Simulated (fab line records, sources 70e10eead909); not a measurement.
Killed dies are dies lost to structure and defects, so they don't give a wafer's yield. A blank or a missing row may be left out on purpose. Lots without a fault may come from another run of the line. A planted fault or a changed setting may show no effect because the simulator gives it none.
Chamber matching | flow nand_harc | NHARC_P_GATE_DESCUM_13 on rie_diel-11: 4 sister chambers
The step chemistry O2, time 3 s. 20 wafers are shown with their chamber, then 10 later ones without.

WAFERS WITH THEIR CHAMBER
wafer  | chamber | drypump_motor_current_A (A) | throttle_valve_pct (%) | oes_product_au (a.u.)
L835.2 | 0       | 5.3                         | 11.303                 | 0.994
L835.3 | 1       | 6.4                         | 11.316                 | 0.997
L835.6 | 3       | 5.7                         | 11.301                 | 0.988
L836.3 | 3       | 5.7                         | 11.299                 | 0.996
L836.5 | 0       | 5.4                         | 11.303                 | 1.000
L836.6 | 1       | 6.3                         | 11.324                 | 0.994
L838.4 | 2       | 6.4                         | 11.296                 | 0.995
L838.5 | 3       | 5.7                         | 11.313                 | 0.996
L838.6 | 0       | 5.3                         | 11.306                 | 1.000
L840.1 | 3       | 5.7                         | 11.312                 | 0.992
L840.3 | 1       | 6.3                         | 11.314                 | 0.993
L840.4 | 0       | 5.3                         | 11.315                 | 1.003
L841.2 | 0       | 5.4                         | 11.314                 | 0.991
L841.4 | 2       | 6.4                         | 11.312                 | 0.985
L841.6 | 2       | 6.4                         | 11.310                 | 0.995
L842.2 | 2       | 6.4                         | 11.300                 | 0.988
L842.3 | 3       | 5.7                         | 11.317                 | 0.986
L842.5 | 0       | 5.4                         | 11.329                 | 0.998
L843.1 | 0       | 5.4                         | 11.311                 | 1.004
L843.2 | 1       | 6.3                         | 11.321                 | 0.989

SIGNATURES (means of the wafers above)
reading                 | chamber 0 | chamber 1 | chamber 2 | chamber 3 | scatter within a chamber
drypump_motor_current_A | 5.357     | 6.325     | 6.400     | 5.700     | 0.0392
throttle_valve_pct      | 11.31157  | 11.31875  | 11.30450  | 11.30840  | 0.00788
oes_product_au          | 0.99857   | 0.99325   | 0.99075   | 0.99160   | 0.0045
Rule: a wafer's distance from a chamber is the root of the sum, over the readings, of the square of ((its reading less the chamber's mean) divided by the reading's scatter). The wafer belongs to the nearest chamber; if the next one is less than 2 further off, it can't be placed. The scatter: the root of (the sum of the squares of (reading less its chamber's mean) over the shown wafers, divided by (wafers less chambers)).

WAFERS WITHOUT THEIR CHAMBER
wafer  | drypump_motor_current_A (A) | throttle_valve_pct (%) | oes_product_au (a.u.)
L843.5 | 6.3                         | 11.326                 | 0.991
L844.2 | 5.7                         | 11.312                 | 0.984
L844.4 | 6.3                         | 11.316                 | 0.995
L844.5 | 6.4                         | 11.312                 | 0.999
L845.2 | 5.4                         | 11.328                 | 0.999
L845.4 | 5.7                         | 11.315                 | 0.980
L845.6 | 6.4                         | 11.314                 | 0.990
L852.4 | 6.4                         | 11.312                 | 1.006
L853.5 | 5.4                         | 11.325                 | 0.996
L853.6 | 5.7                         | 11.321                 | 0.995

WHICH CHAMBER EACH WENT THROUGH
wafer  | from the rows above     | in truth
L843.5 | 1                       | 1
L844.2 | 3                       | 3
L844.4 | 1                       | 1
L844.5 | can't be placed: 2 or 1 | 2
L845.2 | 0                       | 0
L845.4 | 3                       | 3
L845.6 | can't be placed: 2 or 1 | 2
L852.4 | can't be placed: 2 or 1 | 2
L853.5 | 0                       | 0
L853.6 | 3                       | 3
Placed correctly: 7 of 10. Can't be placed from these rows: 3 (the true chamber is among the candidates in 3). Placed wrongly: 0.
